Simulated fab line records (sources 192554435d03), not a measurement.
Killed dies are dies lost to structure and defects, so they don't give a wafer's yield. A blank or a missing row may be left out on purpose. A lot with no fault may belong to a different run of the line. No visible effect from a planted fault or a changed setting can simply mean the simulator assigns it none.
fab line records    flow n5-finfet
[record] lots = 7  wafers = 39
route steps=1938 shown PMOS_HMC_CHANNEL_EPI@64 HKMG_FIN@386 BEOL_M0_SAQP@676 BEOL_M1@816 BEOL_M3@1000 BEOL_M5@1132 BEOL_M6@1194 BEOL_M9@1440 BEOL_M10@1470 BEOL_M14@1744 PASSIVATION@1908
start-h: hours from the record's first day to the start of the lot's first wafer shown    wait-h: hours from the lot's prior step to this one    " the same as in the row above    L1.1+2: a single row standing in for several wafers    - either no value or no given start    * or withheld: withheld    < > ~ a bound
route shown NAME@n: a module of which the file shows steps, and the number in the route of the first    usual: mean and standard deviation over wafers with no fault    same: alike in all rows    chamber/n: place in a boat    sites: readings site by site    _std_site: standard deviation of those values    _edge_site: inner sites' mean taken away from outer sites' mean    radius-mm: for every site, how far away it sits from the centre of the wafer    mask NAME#n: copy n    behind: the last tool/chamber to shape the wafer    hold: reason for holding the lot/hours on hold/outcome of the hold    device: transistor that didn't switch, given as n, p or np    end of line: at the end of the route, the tests of the same wafers    a step without rows: its recipe alone    killed: the dies lost at the first sort to structure and to defects; this is not the yield of the wafer    map: shows each die of a wafer: x if killed, . if not, _ if none is there
set.NAME: the run value of the setting; set.NAME@STEP: its run value at that earlier step    model.NAME: the simulator's own value behind a step, which no gauge read
lots whose settings were changed on purpose; a table a step, a row a wafer
[[steps]]
[step N5_PMOS_HMC_CHANNEL_EPI_DEVELOP_08]
[recipe] develop-time-s = 30  developer = TMAH  resist = CAR-ArF-block  dev-temp-c = 23  rinse-liquid = diw  dry = air-spin
[step N5_HKMG_FIN_HK_ALD_01]
[recipe] material = HfO2  target-thk-a = 16  temp-c = withheld  ald-precursor-family = HfCl4  ald-co-reactant = H2O  pulse-time-s = 3  purge-time-s = 3  co-reactant-purge-time-s = 2.5  co-reactant-pulse-time-s = 0.3  ald-cycles = 30
[step N5_BEOL_M0_SAQP_SPACER2_ALD_26]
[recipe] material = SiO2  target-thk-a = 150  temp-c = 300  ald-precursor-family = BDEAS  ald-co-reactant = O2-plasma  pulse-time-s = 1  purge-time-s = 2  co-reactant-purge-time-s = 2  pressure-torr = 2
[step N5_BEOL_M1_SPUTTER_79]
[recipe] material = Cu  target-thk-a = 45  temp-c = -20  chamber-pressure-pa = 0.07  power-w = withheld  time-s = 8.29
[step N5_BEOL_M3_SPUTTER_86]
[step N5_BEOL_M5_ETCH_62]
[recipe] chemistry = N2/H2  target = SOC  target-depth-a = 750  overetch-a = 150  mask-material = SiARC  temp-c = 40  time-s = 112.5  ion-energy-ev = 200  pressure-mtorr = 30  source-w = 840  bias-w = 150  n2-flow-sccm = 200  h2-flow-sccm = 200
[step N5_BEOL_M6_ILD_DEP_00]
[recipe] material = SiCOH_lowk  target-thk-a = 1797.5  temp-c = 300  precursor = DEMS/porogen  pressure-torr = 5  rf-w = 500  time-s = 33.4
[step N5_BEOL_M9_ETCH_66]
[recipe] chemistry = N2/H2  target = SOC  target-depth-a = 800  overetch-a = 160  mask-material = SiARC  temp-c = 40  time-s = 120  ion-energy-ev = 200  pressure-mtorr = 30  source-w = 840  bias-w = 150  n2-flow-sccm = 200  h2-flow-sccm = 200
[step N5_BEOL_M10_ILD_DEP_00]
[recipe] material = SiCOH_lowk  target-thk-a = 3085.1  temp-c = 300  precursor = DEMS/porogen  pressure-torr = 5  rf-w = 500  time-s = 58
[step N5_BEOL_M14_DEVELOP_27]
[recipe] develop-time-s = 45  rinse-liquid = diw  dry = air-spin  dev-temp-c = 21
[step N5_PASSIVATION_DESCUM_32]
[recipe] chemistry = O2  time-s = 7.9  source-power-w = 50  bias-power-w = 20  pressure-mtorr = 20  rf-frequency-hz = 2.712e+07  temp-c = 40  o2-flow-sccm = 225
[step N5_PASSIVATION_DEVELOP_43]
[recipe] develop-time-s = 60  rinse-liquid = diw  dry = air-spin  dev-temp-c = 21
[step N5_PASSIVATION_PROBE_49]
[usual] sort_bin_5_function = 5.1/0.96
lot.wafer  tool       chamber  start-h  wait-h  set.develop-time-s@PMOS_HMC_CHANNEL_EPI_DEVELOP_08  set.ald-cycles@HKMG_FIN_HK_ALD_01  set.target-thk-a@BEOL_M0_SAQP_SPACER2_ALD_26  set.time-s@BEOL_M1_SPUTTER_79  set.time-s@BEOL_M3_SPUTTER_86  set.target-depth-a@BEOL_M5_ETCH_62  set.target-thk-a@BEOL_M6_ILD_DEP_00  set.time-s@BEOL_M9_ETCH_66  set.target-thk-a@BEOL_M10_ILD_DEP_00  set.develop-time-s@BEOL_M14_DEVELOP_27  set.time-s@PASSIVATION_DESCUM_32  set.develop-time-s@PASSIVATION_DEVELOP_43  sort_bin_5_function[%]
L074.1     prober-01  -        287.99   0.0     30                                                  47                                 150                                           8.29                           12.87                          750                                 1797.5                               80.78                       3085.1                                45                                      4.836                             88.13                                      6.1
L074.2     prober-01  -        288.04   0.1     30                                                  30                                 150                                           8.29                           8.29                           750                                 1797.5                               80.78                       2067                                  45                                      4.836                             60                                         5.0
L074.3     prober-01  -        288.09   0.1     30                                                  30                                 220.2                                         8.29                           12.87                          593.2                               1797.5                               80.78                       3085.1                                45                                      7.9                               60                                         97.6
L074.4     prober-01  -        288.14   0.2     30                                                  47                                 220.2                                         8.29                           8.29                           593.2                               1797.5                               120                         3085.1                                45                                      4.836                             60                                         96.4
L074.5     prober-01  -        288.19   0.2     30                                                  47                                 220.2                                         8.29                           12.87                          750                                 1797.5                               120                         2067                                  45                                      7.9                               88.13                                      97.2
L074.6     prober-01  -        288.24   0.3     30                                                  30                                 150                                           8.29                           8.29                           593.2                               1797.5                               120                         2067                                  45                                      7.9                               88.13                                      6.1
L075.1     prober-02  -        289.45   0.0     30                                                  30                                 150                                           8.29                           8.29                           750                                 1797.5                               120                         3085.1                                45                                      7.9                               60                                         5.6
L075.3     prober-02  -        289.55   0.1     30                                                  30                                 150                                           8.29                           8.29                           750                                 1797.5                               120                         3085.1                                45                                      7.9                               60                                         5.9
L075.6     prober-02  -        289.70   0.3     30                                                  30                                 150                                           8.29                           8.29                           750                                 1797.5                               120                         3085.1                                45                                      7.9                               60                                         5.8
L077.1     prober-02  -        289.78   0.0     30                                                  30                                 150                                           3.572                          8.29                           436.2                               2736                                 138.3                       3085.1                                29.38                                   7.9                               28.55                                      96.6
L077.2     prober-02  -        289.83   0.1     30                                                  30                                 150                                           3.572                          5.759                          750                                 1797.5                               138.3                       3085.1                                45                                      7.9                               28.55                                      6.2
L077.3     prober-02  -        289.88   0.1     47.71                                               30                                 215.7                                         3.572                          8.29                           436.2                               1797.5                               120                         3085.1                                29.38                                   7.9                               28.55                                      95.9
L077.4     prober-02  -        289.93   0.2     47.71                                               30                                 150                                           8.29                           5.759                          750                                 2736                                 120                         3085.1                                29.38                                   7.9                               60                                         96.8
L077.5     prober-02  -        289.98   0.2     30                                                  30                                 215.7                                         8.29                           8.29                           750                                 2736                                 138.3                       3085.1                                45                                      7.9                               60                                         95.8
L077.6     prober-02  -        290.03   0.3     47.71                                               30                                 215.7                                         8.29                           5.759                          436.2                               1797.5                               120                         3085.1                                45                                      7.9                               60                                         96.4
L084.1     prober-01  -        347.44   0.0     30                                                  30                                 120.8                                         5.984                          8.29                           750                                 1797.5                               120                         3085.1                                45                                      7.9                               37.53                                      5.2
L084.2     prober-01  -        347.49   0.1     21.52                                               30                                 150                                           5.984                          8.29                           750                                 1797.5                               120                         3085.1                                45                                      3.211                             60                                         6.9
L084.3     prober-01  -        347.54   0.1     30                                                  30                                 150                                           8.29                           8.29                           750                                 1797.5                               120                         3085.1                                58.34                                   7.9                               60                                         6.4
L084.4     prober-01  -        347.59   0.2     21.52                                               30                                 120.8                                         8.29                           8.29                           750                                 1797.5                               77.76                       3085.1                                45                                      7.9                               37.53                                      5.7
L084.5     prober-01  -        347.64   0.2     30                                                  30                                 150                                           5.984                          8.29                           750                                 1797.5                               77.76                       3085.1                                58.34                                   3.211                             37.53                                      4.1
L084.6     prober-01  -        347.69   0.3     21.52                                               30                                 120.8                                         8.29                           8.29                           750                                 1797.5                               77.76                       3085.1                                58.34                                   3.211                             60                                         6.0
L087.1     prober-02  -        359.80   0.0     30                                                  47                                 150                                           8.29                           8.29                           750                                 1797.5                               120                         3085.1                                45                                      7.9                               76.21                                      4.8
L087.2     prober-02  -        359.85   0.1     30                                                  30                                 150                                           8.29                           10.75                          982.4                               1797.5                               120                         3085.1                                45                                      5.827                             60                                         5.8
L087.3     prober-02  -        359.90   0.1     30                                                  47                                 150                                           8.29                           10.75                          982.4                               2151                                 120                         4278                                  45                                      7.9                               60                                         96.8
L087.4     prober-02  -        359.95   0.2     30                                                  30                                 150                                           8.29                           8.29                           982.4                               2151                                 156                         4278                                  45                                      5.827                             76.21                                      97.4
L087.5     prober-02  -        360.00   0.2     30                                                  30                                 150                                           8.29                           10.75                          750                                 2151                                 156                         3085.1                                45                                      5.827                             76.21                                      3.7
L087.6     prober-02  -        360.05   0.3     30                                                  47                                 150                                           8.29                           8.29                           750                                 1797.5                               156                         4278                                  45                                      7.9                               60                                         96.9
L090.1     prober-02  -        369.80   0.0     30                                                  30                                 233.4                                         12.15                          9.657                          487.9                               1797.5                               120                         3085.1                                26.32                                   7.9                               85.11                                      95.7
L090.2     prober-02  -        369.85   0.1     36.48                                               30                                 233.4                                         8.29                           8.29                           750                                 1797.5                               120                         2207                                  26.32                                   7.9                               60                                         95.6
L090.3     prober-02  -        369.90   0.1     36.48                                               20                                 150                                           8.29                           9.657                          750                                 1797.5                               71.55                       3085.1                                45                                      7.9                               60                                         14.7
L090.4     prober-02  -        369.95   0.2     36.48                                               30                                 150                                           12.15                          8.29                           487.9                               1381                                 71.55                       3085.1                                26.32                                   7.9                               85.11                                      11.4
L090.5     prober-02  -        370.00   0.2     30                                                  20                                 233.4                                         8.29                           8.29                           487.9                               1381                                 120                         2207                                  45                                      7.9                               60                                         96.4
L090.6     prober-02  -        370.05   0.3     30                                                  20                                 150                                           12.15                          9.657                          750                                 1381                                 71.55                       2207                                  45                                      7.9                               85.11                                      5.0
L094.1     prober-01  -        404.01   0.0     47.69                                               47                                 150                                           8.29                           8.29                           633                                 1797.5                               120                         3085.1                                45                                      5.507                             60                                         6.6
L094.2     prober-01  -        404.06   0.1     47.69                                               30                                 214                                           8.29                           8.29                           750                                 1797.5                               120                         1793                                  45                                      7.9                               60                                         96.6
L094.3     prober-01  -        404.11   0.1     47.69                                               30                                 150                                           8.29                           12.8                           633                                 1797.5                               120                         1793                                  18.9                                    7.9                               82.45                                      6.4
L094.4     prober-01  -        404.16   0.2     30                                                  47                                 214                                           8.29                           8.29                           633                                 1797.5                               120                         1793                                  18.9                                    5.507                             60                                         95.9
L094.5     prober-01  -        404.21   0.2     30                                                  47                                 214                                           8.29                           12.8                           750                                 1797.5                               120                         3085.1                                45                                      5.507                             82.45                                      95.8
L094.6     prober-01  -        404.26   0.3     30                                                  30                                 150                                           8.29                           12.8                           750                                 1797.5                               120                         3085.1                                18.9                                    7.9                               82.45                                      5.5
// killed by level:class
L074.1 STI_FIN_REVEAL:geometric-particle:open=14 MOL_CONTACT_COAG:geometric-particle:open=13 BEOL_M0_SAQP:geometric-particle:open=12 FIN_SAQP:geometric-particle:open=9 BEOL_M0_SAQP:geometric-particle:short=7 BEOL_M2:geometric-particle:open=5 BEOL_M3:geometric-particle:open=5 ILD0:geometric-particle:open=4
L074.2 BEOL_M4:geometric-particle:open=20 MOL_CONTACT_COAG:geometric-particle:open=12 STI_FIN_REVEAL:geometric-particle:open=10 BEOL_M0_SAQP:geometric-particle:short=5 STARTING-WAFER:geometric-particle:open=5 GATE_CUT:geometric-particle:open=3 MOL_CONTACT_COAG:geometric-particle:short=3 BEOL_M1:geometric-particle:open=3
L074.3 BEOL_M0_SAQP:area-ald=1087 MOL_CONTACT_COAG:geometric-particle:open=11 BEOL_M0_SAQP:geometric-particle:open=11 STI_FIN_REVEAL:geometric-particle:open=8 BEOL_M0_SAQP:geometric-particle:short=8 MOL_CONTACT_COAG:geometric-particle:short=8 GATE_CUT:geometric-particle:short=7 BEOL_M3:geometric-particle:open=6
L074.4 BEOL_M0_SAQP:area-ald=1080 MOL_CONTACT_COAG:geometric-particle:open=13 BEOL_M0_SAQP:geometric-particle:open=11 FIN_SAQP:geometric-particle:short=8 BEOL_M0_SAQP:geometric-particle:short=7 BEOL_M4:geometric-particle:open=7 BEOL_M0:geometric-particle:open=5 BEOL_M4:geometric-particle:short=5
L074.5 BEOL_M0_SAQP:area-ald=1081 BEOL_M4:geometric-particle:open=15 STI_FIN_REVEAL:geometric-particle:open=14 BEOL_M0_SAQP:geometric-particle:short=11 GATE_CUT:geometric-particle:short=6 MOL_CONTACT_COAG:geometric-particle:open=6 BEOL_M3:geometric-particle:open=6 BEOL_M0_SAQP:geometric-particle:open=4
L074.6 FIN_SAQP:geometric-particle:short=19 STI_FIN_REVEAL:geometric-particle:open=16 BEOL_M0_SAQP:geometric-particle:open=11 FIN_SAQP:geometric-particle:open=8 STI_FIN_REVEAL:geometric-particle:short=7 BEOL_M4:geometric-particle:open=6 ILD0:geometric-particle:short=5 BEOL_M0_SAQP:geometric-particle:short=5
L075.1 BEOL_M0_SAQP:geometric-particle:short=12 BEOL_M4:geometric-particle:open=8 BEOL_M5:geometric-particle:open=8 FIN_SAQP:geometric-particle:open=7 BEOL_M0_SAQP:geometric-particle:open=7 FIN_SAQP:geometric-particle:short=6 DUMMY_GATE:geometric-particle:open=6 STI_FIN_REVEAL:geometric-particle:open=5
L075.3 STI_FIN_REVEAL:geometric-particle:open=20 BEOL_M0_SAQP:geometric-particle:open=18 FIN_SAQP:geometric-particle:open=9 DUMMY_GATE:geometric-particle:open=9 FIN_SAQP:geometric-particle:short=7 BEOL_M3:geometric-particle:open=7 BEOL_M0_SAQP:geometric-particle:short=6 BEOL_M2:geometric-particle:open=6
L075.6 BEOL_M2:geometric-particle:open=16 STI_FIN_REVEAL:geometric-particle:open=15 BEOL_M0_SAQP:geometric-particle:open=13 BEOL_M4:geometric-particle:open=11 MOL_CONTACT_COAG:geometric-particle:open=9 FIN_SAQP:geometric-particle:short=7 GATE_CUT:geometric-particle:open=6 BEOL_M0_SAQP:geometric-particle:short=6
L077.1 BEOL_M6:area-etch=957 BEOL_M5:area-etch=122 MOL_CONTACT_COAG:geometric-particle:open=15 BEOL_M3:geometric-particle:open=9 FIN_SAQP:geometric-particle:short=7 BEOL_M0_SAQP:geometric-particle:open=7 BEOL_M2:geometric-particle:open=6 BEOL_M0:geometric-particle:open=5
L077.2 FIN_SAQP:geometric-particle:open=15 BEOL_M0_SAQP:geometric-particle:open=15 FIN_SAQP:geometric-particle:short=11 STI_FIN_REVEAL:geometric-particle:open=9 BEOL_M0_SAQP:geometric-particle:short=9 BEOL_M3:geometric-particle:open=9 BEOL_M2:geometric-particle:open=8 MOL_CONTACT_COAG:geometric-particle:open=6
L077.3 BEOL_M0_SAQP:area-ald=1078 BEOL_M3:geometric-particle:open=16 MOL_CONTACT_COAG:geometric-particle:open=14 BEOL_M0_SAQP:geometric-particle:short=6 BEOL_M4:geometric-particle:open=6 FIN_SAQP:geometric-particle:short=5 STI_FIN_REVEAL:geometric-particle:open=5 BEOL_M0_SAQP:geometric-particle:open=5
L077.4 BEOL_M6:area-etch=1085 BEOL_M3:geometric-particle:open=13 FIN_SAQP:geometric-particle:open=11 BEOL_M2:geometric-particle:open=6 BEOL_M4:geometric-particle:open=6 DUMMY_GATE:geometric-particle:open=5 BEOL_M2:geometric-particle:short=5 STARTING-WAFER:geometric-particle:open=5
L077.5 BEOL_M0_SAQP:area-ald=1082 FIN_SAQP:geometric-particle:open=8 FIN_SAQP:geometric-particle:short=7 GATE_CUT:geometric-particle:short=6 BEOL_M0_SAQP:geometric-particle:short=6 BEOL_M3:geometric-particle:open=6 STARTING-WAFER:geometric-particle:open=6 MOL_CONTACT_COAG:geometric-particle:open=5
L077.6 BEOL_M0_SAQP:area-ald=1069 MOL_CONTACT_COAG:geometric-particle:open=18 FIN_SAQP:geometric-particle:open=9 BEOL_M3:geometric-particle:open=7 BEOL_M0_SAQP:geometric-particle:short=6 FIN_SAQP:geometric-particle:short=5 BEOL_M0_SAQP:geometric-particle:open=5 BEOL_M2:geometric-particle:open=5
L084.1 BEOL_M0_SAQP:area-ald=1016 BEOL_M1:geometric-particle:open=9 MOL_CONTACT_COAG:geometric-particle:open=8 BEOL_M0_SAQP:geometric-particle:open=6 STARTING-WAFER:geometric-particle:short=6 DUMMY_GATE:geometric-particle:open=5 BEOL_M4:geometric-particle:open=5 BEOL_M6:geometric-particle:open=5
L084.2 MOL_CONTACT_COAG:geometric-particle:open=17 FIN_SAQP:geometric-particle:short=13 BEOL_M4:geometric-particle:open=10 BEOL_M3:geometric-particle:open=9 BEOL_M0_SAQP:geometric-particle:short=8 BEOL_M1:geometric-particle:open=7 STI_FIN_REVEAL:geometric-particle:open=6 DUMMY_GATE:geometric-particle:open=6
L084.3 MOL_CONTACT_COAG:geometric-particle:open=16 BEOL_M0_SAQP:geometric-particle:short=13 BEOL_M3:geometric-particle:open=11 BEOL_M1:geometric-particle:short=8 BEOL_M1:geometric-particle:open=8 FIN_SAQP:geometric-particle:short=7 STI_FIN_REVEAL:geometric-particle:open=7 BEOL_M4:geometric-particle:open=7
L084.4 BEOL_M0_SAQP:area-ald=985 FIN_SAQP:geometric-particle:short=9 MOL_CONTACT_COAG:geometric-particle:open=9 BEOL_M1:geometric-particle:open=9 FIN_SAQP:geometric-particle:open=8 BEOL_M2:geometric-particle:open=8 BEOL_M3:geometric-particle:open=8 BEOL_M0_SAQP:geometric-particle:open=7
L084.5 BEOL_M3:geometric-particle:open=14 MOL_CONTACT_COAG:geometric-particle:open=13 BEOL_M0_SAQP:geometric-particle:open=7 FIN_SAQP:geometric-particle:short=6 BEOL_M2:geometric-particle:open=5 BEOL_M0_SAQP:geometric-particle:short=4 BEOL_M1:geometric-particle:open=4 BEOL_M4:geometric-particle:open=4
L084.6 BEOL_M0_SAQP:area-ald=989 BEOL_M0_SAQP:geometric-particle:short=11 BEOL_M0:geometric-particle:open=9 BEOL_M3:geometric-particle:open=8 MOL_CONTACT_COAG:geometric-particle:open=7 STARTING-WAFER:geometric-particle:short=6 FIN_SAQP:geometric-particle:open=5 DUMMY_GATE:geometric-particle:open=5
L087.1 BEOL_M0_SAQP:geometric-particle:open=12 MOL_CONTACT_COAG:geometric-particle:open=11 BEOL_M3:geometric-particle:open=8 STI_FIN_REVEAL:geometric-particle:open=7 GATE_CUT:geometric-particle:short=7 BEOL_M0_SAQP:geometric-particle:short=7 FIN_SAQP:geometric-particle:short=5 BEOL_M4:geometric-particle:open=5
L087.2 FIN_SAQP:geometric-particle:open=13 MOL_CONTACT_COAG:geometric-particle:open=9 BEOL_M3:geometric-particle:open=6 BEOL_M4:geometric-particle:open=6 BEOL_M0_SAQP:geometric-particle:open=5 BEOL_M0_SAQP:geometric-particle:short=5 BEOL_M5:geometric-particle:open=5 BEOL_M4:geometric-particle:short=5
L087.3 BEOL_M10:area-etch=1093 FIN_SAQP:geometric-particle:open=11 BEOL_M3:geometric-particle:open=9 BEOL_M2:geometric-particle:open=7 BEOL_M4:geometric-particle:open=7 MOL_CONTACT_COAG:geometric-particle:open=6 BEOL_M2:geometric-particle:short=6 STI_FIN_REVEAL:geometric-particle:open=4
L087.4 BEOL_M10:area-etch=1089 MOL_CONTACT_COAG:geometric-particle:open=9 FIN_SAQP:geometric-particle:open=8 BEOL_M3:geometric-particle:open=8 BEOL_M4:geometric-particle:open=7 BEOL_M2:geometric-particle:open=6 FIN_SAQP:geometric-particle:short=5 BEOL_M0_SAQP:geometric-particle:open=5
L087.5 FIN_SAQP:geometric-particle:open=18 MOL_CONTACT_COAG:geometric-particle:open=10 GATE_CUT:geometric-particle:short=8 FIN_SAQP:geometric-particle:short=7 GATE_CUT:geometric-particle:open=5 BEOL_M4:geometric-particle:open=4 BEOL_M2:geometric-particle:open=3 BEOL_M6:geometric-particle:open=3
L087.6 BEOL_M10:area-etch=1082 FIN_SAQP:geometric-particle:open=13 STI_FIN_REVEAL:geometric-particle:open=11 BEOL_M3:geometric-particle:open=8 BEOL_M4:geometric-particle:open=7 GATE_CUT:geometric-particle:open=5 GATE_CUT:geometric-particle:short=5 MOL_CONTACT_COAG:geometric-particle:open=4
L090.1 BEOL_M0_SAQP:area-ald=1067 MOL_CONTACT_COAG:geometric-particle:open=18 STI_FIN_REVEAL:geometric-particle:open=14 BEOL_M0_SAQP:geometric-particle:open=11 BEOL_M0_SAQP:geometric-particle:short=11 FIN_SAQP:geometric-particle:short=10 BEOL_M1:geometric-particle:open=6 FIN_SAQP:geometric-particle:open=5
L090.2 BEOL_M0_SAQP:area-ald=1057 STI_FIN_REVEAL:geometric-particle:open=23 BEOL_M0_SAQP:geometric-particle:open=10 FIN_SAQP:geometric-particle:open=9 BEOL_M2:geometric-particle:open=9 STI_FIN_REVEAL:geometric-particle:short=7 BEOL_M0_SAQP:geometric-particle:short=7 FIN_SAQP:geometric-particle:short=6
L090.3 BEOL_M9:area-etch=96 STI_FIN_REVEAL:geometric-particle:open=21 BEOL_M4:geometric-particle:open=15 FIN_SAQP:geometric-particle:short=13 FIN_SAQP:geometric-particle:open=12 BEOL_M0_SAQP:geometric-particle:open=11 BEOL_M0_SAQP:geometric-particle:short=10 STI_FIN_REVEAL:geometric-particle:short=7
L090.4 BEOL_M9:area-etch=61 STI_FIN_REVEAL:geometric-particle:open=20 MOL_CONTACT_COAG:geometric-particle:open=11 MOL_CONTACT_COAG:geometric-particle:short=9 BEOL_M4:geometric-particle:open=9 STI_FIN_REVEAL:geometric-particle:short=8 BEOL_M0_SAQP:geometric-particle:short=8 BEOL_M5:area-etch=8
L090.5 BEOL_M0_SAQP:area-ald=1078 MOL_CONTACT_COAG:geometric-particle:open=17 STI_FIN_REVEAL:geometric-particle:open=13 BEOL_M0_SAQP:geometric-particle:short=9 BEOL_M1:geometric-particle:open=8 BEOL_M2:geometric-particle:open=7 FIN_SAQP:geometric-particle:open=5 GATE_CUT:geometric-particle:short=4
L090.6 STI_FIN_REVEAL:geometric-particle:open=25 MOL_CONTACT_COAG:geometric-particle:open=13 BEOL_M0_SAQP:geometric-particle:open=8 BEOL_M2:geometric-particle:open=8 STI_FIN_REVEAL:geometric-particle:short=6 BEOL_M4:geometric-particle:open=5 BEOL_M0_SAQP:geometric-particle:short=3 BEOL_M1:geometric-particle:open=3
L094.1 FIN_SAQP:geometric-particle:short=11 BEOL_M0_SAQP:geometric-particle:open=11 BEOL_M4:geometric-particle:open=10 MOL_CONTACT_COAG:geometric-particle:open=10 STI_FIN_REVEAL:geometric-particle:open=9 BEOL_M0_SAQP:geometric-particle:short=9 FIN_SAQP:geometric-particle:open=6 MOL_CONTACT_COAG:geometric-particle:short=5
L094.2 BEOL_M0_SAQP:area-ald=1091 BEOL_M4:geometric-particle:open=9 MOL_CONTACT_COAG:geometric-particle:open=8 STARTING-WAFER:geometric-particle:open=6 FIN_SAQP:geometric-particle:open=5 DUMMY_GATE:geometric-particle:open=5 BEOL_M0_SAQP:geometric-particle:short=5 BEOL_M3:geometric-particle:open=5
L094.3 BEOL_M10:area-dep=647 MOL_CONTACT_COAG:geometric-particle:open=15 BEOL_M0_SAQP:geometric-particle:open=15 FIN_SAQP:geometric-particle:short=10 FIN_SAQP:geometric-particle:open=8 BEOL_M4:geometric-particle:open=7 BEOL_M0_SAQP:geometric-particle:short=5 BEOL_M2:geometric-particle:open=5
L094.4 BEOL_M0_SAQP:area-ald=1074 BEOL_M0_SAQP:geometric-particle:open=16 MOL_CONTACT_COAG:geometric-particle:open=16 STI_FIN_REVEAL:geometric-particle:open=11 DUMMY_GATE:geometric-particle:open=6 BEOL_M4:geometric-particle:open=6 BEOL_M2:geometric-particle:open=5 BEOL_M0:geometric-particle:open=5
L094.5 BEOL_M0_SAQP:area-ald=1083 MOL_CONTACT_COAG:geometric-particle:short=12 BEOL_M0_SAQP:geometric-particle:short=11 BEOL_M0_SAQP:geometric-particle:open=10 MOL_CONTACT_COAG:geometric-particle:open=9 FIN_SAQP:geometric-particle:short=8 BEOL_M3:geometric-particle:open=5 FIN_SAQP:geometric-particle:open=4
L094.6 BEOL_M0_SAQP:geometric-particle:short=12 FIN_SAQP:geometric-particle:short=11 BEOL_M0_SAQP:geometric-particle:open=9 FIN_SAQP:geometric-particle:open=8 MOL_CONTACT_COAG:geometric-particle:open=8 BEOL_M3:geometric-particle:open=8 BEOL_M2:geometric-particle:open=7 BEOL_M4:geometric-particle:open=6
[[key]]
[split] step = N5_PMOS_HMC_CHANNEL_EPI_DEVELOP_08  setting = develop-time-s  stated-as = 30
response none clear
[split] step = N5_HKMG_FIN_HK_ALD_01  setting = ald-cycles  stated-as = 30
response none clear
[split] step = N5_BEOL_M0_SAQP_SPACER2_ALD_26  setting = target-thk-a  stated-as = 150
[response] step = N5_PASSIVATION_PROBE_49  reading = sort_bin_5_function  slope = +1.64  per = 1%  together-with = all  explained = 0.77
[split] step = N5_BEOL_M1_SPUTTER_79  setting = time-s  stated-as = 8.29
response none clear
[split] step = N5_BEOL_M3_SPUTTER_86  setting = time-s  stated-as = 8.29
response none clear
[split] step = N5_BEOL_M5_ETCH_62  setting = target-depth-a  stated-as = 750
response none clear
[split] step = N5_BEOL_M6_ILD_DEP_00  setting = target-thk-a  stated-as = 1797.5
response none clear
[split] step = N5_BEOL_M9_ETCH_66  setting = time-s  stated-as = 120
response none clear
[split] step = N5_BEOL_M10_ILD_DEP_00  setting = target-thk-a  stated-as = 3085.1
response none clear
[split] step = N5_BEOL_M14_DEVELOP_27  setting = develop-time-s  stated-as = 45
response none clear
[split] step = N5_PASSIVATION_DESCUM_32  setting = time-s  stated-as = 7.9
response none clear
[split] step = N5_PASSIVATION_DEVELOP_43  setting = develop-time-s  stated-as = 60
response none clear
